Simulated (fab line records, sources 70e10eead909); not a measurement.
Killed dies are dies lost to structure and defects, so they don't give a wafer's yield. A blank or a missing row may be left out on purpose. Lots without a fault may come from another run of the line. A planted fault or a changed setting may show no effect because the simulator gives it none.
Chamber matching | flow nand_harc | NHARC_A_STAIRCASE_DESCUM_270 on rie_diel-04: 4 sister chambers
The step chemistry O2, time 3 s. 14 wafers are shown with their chamber, then 7 later ones without.

WAFERS WITH THEIR CHAMBER
wafer  | chamber | showerhead_plenum_p_Torr (Torr) | drypump_motor_current_A (A) | rf_vpp_V (V)
L077.1 | 2       | 1.89                            | 5.6                         | 56.9
L077.5 | 0       | 1.86                            | 5.7                         | 57.2
L077.6 | 3       | 2.07                            | 5.9                         | 58.4
L076.1 | 1       | 2.05                            | 4.9                         | 58.8
L076.4 | 0       | 1.86                            | 5.7                         | 57.1
L076.5 | 3       | 2.07                            | 5.9                         | 58.2
L079.1 | 0       | 1.86                            | 5.7                         | 57.4
L079.2 | 3       | 2.07                            | 5.9                         | 57.6
L079.6 | 1       | 2.05                            | 4.8                         | 58.8
L081.3 | 3       | 2.07                            | 5.9                         | 59.1
L081.4 | 0       | 1.85                            | 5.7                         | 58.1
L081.5 | 2       | 1.88                            | 5.6                         | 57.4
L083.1 | 2       | 1.88                            | 5.6                         | 56.7
L083.5 | 3       | 2.07                            | 5.9                         | 58.7

SIGNATURES (means of the wafers above)
reading                  | chamber 0 | chamber 1 | chamber 2 | chamber 3 | scatter within a chamber
showerhead_plenum_p_Torr | 1.8575    | 2.0500    | 1.8833    | 2.0700    | 0.00376
drypump_motor_current_A  | 5.700     | 4.850     | 5.600     | 5.900     | 0.0224
rf_vpp_V                 | 57.450    | 58.800    | 57.000    | 58.400    | 0.462
Rule: a wafer's distance from a chamber is the root of the sum, over the readings, of the square of ((its reading less the chamber's mean) divided by the reading's scatter). The wafer belongs to the nearest chamber; if the next one is less than 2 further off, it can't be placed. The scatter: the root of (the sum of the squares of (reading less its chamber's mean) over the shown wafers, divided by (wafers less chambers)).

WAFERS WITHOUT THEIR CHAMBER
wafer  | showerhead_plenum_p_Torr (Torr) | drypump_motor_current_A (A) | rf_vpp_V (V)
L083.6 | 1.85                            | 5.7                         | 58.0
L094.2 | 1.84                            | 5.7                         | 56.5
L094.3 | 2.06                            | 5.9                         | 59.2
L094.4 | 2.03                            | 4.8                         | 57.0
L096.1 | 1.87                            | 5.6                         | 57.3
L096.2 | 1.84                            | 5.7                         | 56.3
L096.5 | 1.87                            | 5.6                         | 56.5

WHICH CHAMBER EACH WENT THROUGH
wafer  | from the rows above     | in truth
L083.6 | 0                       | 0
L094.2 | 0                       | 0
L094.3 | 3                       | 3
L094.4 | 1                       | 1
L096.1 | can't be placed: 2 or 0 | 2
L096.2 | 0                       | 0
L096.5 | 2                       | 2
Placed correctly: 6 of 7. Can't be placed from these rows: 1 (the true chamber is among the candidates in 1). Placed wrongly: 0.
